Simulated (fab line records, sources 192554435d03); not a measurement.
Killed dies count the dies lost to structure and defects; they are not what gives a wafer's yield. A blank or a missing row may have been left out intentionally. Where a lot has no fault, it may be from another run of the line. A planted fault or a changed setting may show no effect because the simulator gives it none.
What tool caused it?	flow n5 finfet	21 lots, 63 wafers sampled, at 4 steps of a route of 1938

== WHAT EACH GAUGE READ, for each wafer ==
N5_BEOL_M4_INSPECT_30: inspects for defects (brightfield).
lot	measured	on	raw defect count
L074	day 7 20:02	defect inspect-02	635 651 481
L075	day 7 20:14	defect inspect-01	299 278 352
L077	day 7 23:49	defect inspect-02	530 525 526
L076	day 8 08:41	defect inspect-02	397 426 767
L078	day 8 12:40	defect inspect-02	535 492 354
L079	day 8 19:01	defect inspect-02	540 478 587
L081	day 9 08:36	defect inspect-01	425 422 448
L082	day 10 04:05	defect inspect-01	533 296 366
L083	day 10 07:50	defect inspect-02	445 643 400
L084	day 10 08:44	defect inspect-01	449 422 513
L085	day 10 19:14	defect inspect-01	373 312 353
L086	day 11 00:10	defect inspect-01	401 622 712
L087	day 11 02:51	defect inspect-02	618 501 467
L088	day 11 04:01	defect inspect-01	455 490 441
L089	day 11 11:32	defect inspect-01	451 462 285
L090	day 11 16:06	defect inspect-02	538 409 413
L092	day 12 11:18	defect inspect-02	552 441 719
L093	day 12 12:40	defect inspect-01	545 477 665
L094	day 12 18:53	defect inspect-01	418 447 451
L096	day 13 04:49	defect inspect-01	382 490 484
L097	day 13 17:01	defect inspect-01	478 422 448

== WHICH TOOL RAN EACH LOT (tool, then ch and the chambers of the sampled wafers, then the start) ==
lot	N5_BEOL_M3_ANNEAL_93	N5_BEOL_M4_ETCH_63	N5_BEOL_M4_STRIP_19
L074	pvd sputter-03, day 7 15:59	rie diel-02 ch 0,2,3, day 7 19:15	rie diel-02 ch 0,1,3, day 7 19:34
L075	pvd sputter-02, day 7 16:11	rie diel-01 ch 0,3, day 7 19:19	rie diel-04 ch 2,3, day 7 19:38
L077	pvd sputter-01, day 7 20:18	rie diel-01 ch 0,1, day 7 23:02	rie diel-02 ch 2,3, day 7 23:20
L076	pvd sputter-03, day 8 03:12	rie diel-02 ch 0,1,3, day 8 07:44	rie diel-01 ch 0,1,3, day 8 08:05
L078	pvd sputter-03, day 8 09:22	rie diel-01 ch 0,1,2, day 8 11:46	rie diel-04 ch 0,1,2, day 8 12:04
L079	pvd sputter-02, day 8 14:38	rie diel-04 ch 0,1,2, day 8 18:04	rie diel-01 ch 0,1,2, day 8 18:25
L081	pvd sputter-01, day 9 05:11	rie diel-04 ch 1,2, day 9 07:39	rie diel-02 ch 1,2,3, day 9 08:07
L082	pvd sputter-02, day 9 23:23	rie diel-01 ch 0,2, day 10 03:08	rie diel-04 ch 1,2,3, day 10 03:28
L083	pvd sputter-01, day 10 02:47	rie diel-01 ch 1,2,3, day 10 07:02	rie diel-04 ch 1,2, day 10 07:22
L084	pvd sputter-03, day 10 04:53	rie diel-02 ch 0,1,3, day 10 07:47	rie diel-04 ch 1,2,3, day 10 08:08
L085	pvd sputter-03, day 10 15:34	rie diel-01 ch 0,2,3, day 10 18:25	rie diel-02 ch 0,1,3, day 10 18:46
L086	pvd sputter-01, day 10 19:05	rie diel-02 ch 0,1,2, day 10 23:23	rie diel-02 ch 0,1,3, day 10 23:42
L087	pvd sputter-01, day 10 21:50	rie diel-01 ch 0,1,3, day 11 02:04	rie diel-02 ch 0,2,3, day 11 02:23
L088	pvd sputter-03, day 11 00:01	rie diel-01 ch 0,1, day 11 03:11	rie diel-01 ch 0,1,2, day 11 03:32
L089	pvd sputter-03, day 11 07:47	rie diel-02 ch 0,2, day 11 10:37	rie diel-04 ch 2,3, day 11 10:56
L090	pvd sputter-03, day 11 12:25	rie diel-02 ch 0,1, day 11 15:13	rie diel-04 ch 1,3, day 11 15:32
L092	pvd sputter-01, day 12 05:38	rie diel-04 ch 0,2, day 12 10:18	rie diel-01 ch 0,3, day 12 10:42
L093	pvd sputter-02, day 12 08:56	rie diel-02 ch 0,1,3, day 12 11:43	rie diel-02 ch 0,1, day 12 12:04
L094	pvd sputter-01, day 12 15:14	rie diel-04 ch 0,1, day 12 17:41	rie diel-04 ch 0,1, day 12 18:17
L096	pvd sputter-01, day 13 00:18	rie diel-02 ch 0,1,3, day 13 04:01	rie diel-04 ch 0,1,3, day 13 04:20
L097	pvd sputter-01, day 13 13:07	rie diel-04 ch 0,2, day 13 16:13	rie diel-02 ch 0,1, day 13 16:32
- N5_BEOL_M3_ANNEAL_93: time 240 s.
- N5_BEOL_M4_ETCH_63: etches SiARC in CF4, target depth 15.6 nm, time 26 s.
- N5_BEOL_M4_STRIP_19: strips in O2.

== WHAT THE TOOLS THEMSELVES READ (means of the sampled wafers that have a number; where no wafer has one, the mark that the record gives instead) ==
N5_BEOL_M3_ANNEAL_93.
lot	tool	heater power w (W)
L074	pvd sputter-03	759
L075	pvd sputter-02	944
L077	pvd sputter-01	788
L076	pvd sputter-03	756
L078	pvd sputter-03	790
L079	pvd sputter-02	847
L081	pvd sputter-01	765
L082	pvd sputter-02	865
L083	pvd sputter-01	828
L084	pvd sputter-03	738
L085	pvd sputter-03	767
L086	pvd sputter-01	764
L087	pvd sputter-01	755
L088	pvd sputter-03	768
L089	pvd sputter-03	798
L090	pvd sputter-03	768
L092	pvd sputter-01	752
L093	pvd sputter-02	829
L094	pvd sputter-01	770
L096	pvd sputter-01	891
L097	pvd sputter-01	876

N5_BEOL_M4_ETCH_63.
lot	tool	drypump motor current A (A)	etch rf on time s (s)	mfc ar sccm (sccm)	oes product au (a.u.)	rf vpp V (V)	showerhead plenum p Torr (Torr)	throttle valve pct (%)
L074	rie diel-02	6.0	26.3	100.0	0.67	184.1	2.19	15.71
L075	rie diel-01	6.4	26.8	100.2	0.61	184.2	2.15	15.79
L077	rie diel-01	6.0	26.1	99.8	0.69	184.7	2.14	15.63
L076	rie diel-02	5.7	26.1	100.3	0.68	184.0	2.16	15.62
L078	rie diel-01	5.9	26.3	100.2	0.67	185.0	2.09	15.59
L079	rie diel-04	5.6	25.6	99.8	0.67	183.7	2.14	15.55
L081	rie diel-04	5.9	26.3	100.0	0.67	184.0	2.15	15.47
L082	rie diel-01	5.7	27.2	100.3	0.63	182.1	2.05	15.59
L083	rie diel-01	6.2	26.9	100.2	0.64	184.1	2.14	15.80
L084	rie diel-02	5.8	26.2	100.3	0.66	183.1	2.15	15.65
L085	rie diel-01	6.1	27.0	100.0	0.61	183.7	2.09	15.73
L086	rie diel-02	6.2	26.1	99.9	0.67	183.4	2.18	15.80
L087	rie diel-01	6.3	26.8	100.3	0.63	183.9	2.13	15.77
L088	rie diel-01	6.0	26.6	99.7	0.64	182.7	2.08	15.60
L089	rie diel-02	6.3	26.4	99.9	0.69	184.7	2.20	15.74
L090	rie diel-02	5.9	26.2	100.2	0.67	184.5	2.15	15.71
L092	rie diel-04	5.5	26.3	99.8	0.61	183.6	2.12	15.59
L093	rie diel-02	5.7	26.2	100.0	0.65	183.8	2.15	15.69
L094	rie diel-04	5.4	25.6	99.9	0.62	183.9	2.12	15.72
L096	rie diel-02	5.7	26.3	100.1	0.64	183.7	2.15	15.71
L097	rie diel-04	5.5	26.4	100.5	0.59	183.7	2.12	15.62

N5_BEOL_M4_STRIP_19.
lot	tool	drypump motor current A (A)	oes product au (a.u.)	rf vpp V (V)	showerhead plenum p Torr (Torr)	throttle valve pct (%)
L074	rie diel-02	5.7	0.80	4.1	2.12	16.67
L075	rie diel-04	5.8	0.76	3.6	2.12	16.58
L077	rie diel-02	5.7	0.73	4.0	2.13	16.78
L076	rie diel-01	6.3	0.77	4.0	2.10	16.77
L078	rie diel-04	5.6	0.78	3.6	2.09	16.57
L079	rie diel-01	5.9	0.79	3.5	2.05	16.71
L081	rie diel-02	5.9	0.74	3.6	2.12	16.85
L082	rie diel-04	5.7	0.85	3.7	2.12	16.61
L083	rie diel-04	5.7	0.79	3.7	2.10	16.63
L084	rie diel-04	5.7	0.85	3.3	2.12	16.62
L085	rie diel-02	5.7	0.78	4.2	2.11	16.72
L086	rie diel-02	5.7	0.77	3.7	2.11	16.71
L087	rie diel-02	6.0	0.76	4.0	2.14	16.79
L088	rie diel-01	5.9	0.76	3.6	2.04	16.75
L089	rie diel-04	5.7	0.88	3.6	2.13	16.63
L090	rie diel-04	5.6	0.89	3.5	2.13	16.76
L092	rie diel-01	6.4	0.91	3.7	2.09	16.58
L093	rie diel-02	6.0	0.77	4.0	2.11	16.80
L094	rie diel-04	5.5	0.74	4.1	2.08	16.78
L096	rie diel-04	5.5	0.78	4.1	2.10	16.77
L097	rie diel-02	5.9	0.76	3.6	2.10	16.84

== THE ANSWER, worked out from the rows above alone ==
Rule: the lots themselves supply what counts as usual. Put in order of their means at a reading, lots are off if they are a third of the lots or fewer, leave a main group of 4 or more, and stand apart from it by a gap of 3 or more times the standard deviation of the main group's means; of several such gaps the widest counts. Not used: any main group whose means are identical at the precision the tables above print for the reading. A lot without any number at a reading at which 4 lots or more have one is off too. The other lots that the step has rows for count as sound. The gauges are gone through in route order, then the tools' own readings, and for those a lot's mean is taken as printed above. The first step at which some lot is off is used, and at that step the reading that is off furthest; a lot without a number counts as furthest.
Across all readings shown, no lot is off: no conclusion can be drawn from this.

== WHAT THE SIMULATOR HAD PUT IN ==
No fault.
